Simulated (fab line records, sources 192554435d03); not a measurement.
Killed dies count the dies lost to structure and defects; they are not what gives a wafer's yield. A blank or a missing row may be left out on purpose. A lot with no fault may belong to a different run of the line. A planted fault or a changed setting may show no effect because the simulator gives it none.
A single fault, viewed from 2 desks / flow n5_finfet / what lay behind the numbers comes last; until then each desk has only its own

== THE METROLOGY DESK ==
What the gauges read for every lot (on any tool): the sampled wafers with a number, averaged. Marked OUT: a lot whose mean sits more than 4 standard deviations from the usual mean, which makes it out of limits; the brackets give that distance. Only the readings that lie furthest out on some lot appear, 7 of the 35 it has.
Columns: A = DIBL_N at N5_BEOL_M4_RC_MEAS_101, usual 36.3 mV/V; B = DIBL_P at N5_BEOL_M4_RC_MEAS_101, usual 36.2 mV/V; C = IOFF_P at N5_BEOL_M4_RC_MEAS_101, usual 0.211 nA/um; D = VT_P at N5_BEOL_M4_RC_MEAS_101, usual -250.1 mV; E = COMB_M5_max_site at N5_BEOL_M15_RC_MEAS_101, usual 5.2e-11 S/m; F = COMB_M8 at N5_BEOL_M15_RC_MEAS_101, usual 2.5e-11 S/m; G = SERP_M6 at N5_BEOL_M15_RC_MEAS_101, usual 13.8 ohm/um
lot=L169; first seen here=day 8 13:41; A=39.0; B=38.8; C=0.255; D=-247.4; E=4.2e-11; F=2.3e-11; G=13.1
lot=L172; first seen here=day 8 21:13; A=36.9; B=37.7; C=0.191; D=-254.2; E=5.5e-11; F=3.5e-11; G=14.6
lot=L183; first seen here=day 11 20:56; A=38.0; B=36.7; C=0.255; D=-246.2; E=7.1e-11; F=2.2e-11; G=13.8
This desk's finding: nothing out of limits on any of the 3 lots.

== AT THE TOOL OWNER'S DESK: ald_metal-04 ==
The tool's own readings at N5_BEOL_M5_ALD_86 (deposits TaN, pulse time 2 s, purge time 3 s, co reactant purge time 2 s): means of the sampled wafers that have a number, for each lot that ran on this tool. Marked OUT: a lot whose mean sits more than 4 standard deviations from the usual mean, which makes it out of limits; the brackets give that distance.
Columns: A = heater_power_w at N5_BEOL_M5_ALD_86, usual 414 W
lot=L172; first seen here=day 9 05:48; A=427
lot=L183; first seen here=day 12 03:58; A=398
This desk's finding: nothing out of limits on any of the 2 lots.

== PUT TOGETHER ==
The metrology desk saw nothing out of limits.
The tool owner's desk saw nothing out of limits.

== WHAT WAS PUT IN BY THE SIMULATOR ==
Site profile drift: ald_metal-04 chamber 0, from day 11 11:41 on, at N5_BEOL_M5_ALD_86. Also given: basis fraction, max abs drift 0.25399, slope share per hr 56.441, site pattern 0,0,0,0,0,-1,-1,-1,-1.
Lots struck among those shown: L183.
